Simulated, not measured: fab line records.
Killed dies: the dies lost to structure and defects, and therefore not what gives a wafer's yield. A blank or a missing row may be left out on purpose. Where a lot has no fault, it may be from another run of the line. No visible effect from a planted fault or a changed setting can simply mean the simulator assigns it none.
Chamber matching | flow nand-harc | cmp-03 running NHARC_P_STI_CMP_21: 4 sister chambers
The step polishes, t overpolish 20 s, target thk 380.67 nm. 8 wafers are shown with their chamber, then 11 later ones without.

WAFERS WITH THEIR CHAMBER
wafer  | chamber | motor-current-A (A) | overpolish-run-s (s)
L084.1 | 0       | 12.4                | 20.000
L086.3 | 1       | 10.1                | 20.014
L090.2 | 2       | 11.9                | 19.990
L090.5 | 2       | 11.5                | 20.000
L092.2 | 0       | 12.4                | 20.004
L092.4 | 3       | 11.1                | 20.001
L092.6 | 1       | 10.1                | 20.008
L093.1 | 3       | 10.8                | 20.008

WAFERS MISSING THEIR CHAMBER
wafer  | motor-current-A (A) | overpolish-run-s (s)
L093.2 | 12.0                | 20.000
L093.5 | 12.2                | 19.986
L095.1 | 12.3                | 19.990
L095.2 | 11.1                | 20.004
L095.6 | 12.0                | 20.005
L096.1 | 10.5                | 20.009
L096.4 | 11.5                | 20.015
L096.6 | 11.9                | 19.990
L097.1 | 12.4                | 19.985
L097.3 | 12.1                | 19.994
L097.5 | 12.0                | 20.001

THE CHAMBER EACH PASSED THROUGH
wafer  | from the rows above          | in truth
L093.2 | can't be placed: 2 or 0      | 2
L093.5 | can't be placed: 2 or 0      | 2
L095.1 | can't be placed: 0 or 2      | 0
L095.2 | 3                            | 3
L095.6 | can't be placed: 0 or 2      | 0
L096.1 | can't be placed: 1 or 3      | 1
L096.4 | can't be placed: 3 or 2 or 0 | 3
L096.6 | 2                            | 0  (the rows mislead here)
L097.1 | can't be placed: 0 or 2      | 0
L097.3 | can't be placed: 2 or 0      | 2
L097.5 | can't be placed: 2 or 0      | 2
Correct placement for 1 of the 11. These rows do not allow placing 9 (true chamber among the candidates in 9). Wrongly placed: 1.
How it was worked out, from the rows above alone: a wafer's distance from a chamber is the root of the sum, over the readings, of the square of ((its reading less the chamber's mean) divided by the reading's scatter). The wafer belongs to the nearest chamber; if the next one is less than 2 further off, it can't be placed. Each chamber's mean is taken over the wafers shown for it. The scatter: take each reading less its chamber's mean, square it, sum over the shown wafers, divide by the number of wafers less the number of chambers, and take the root.
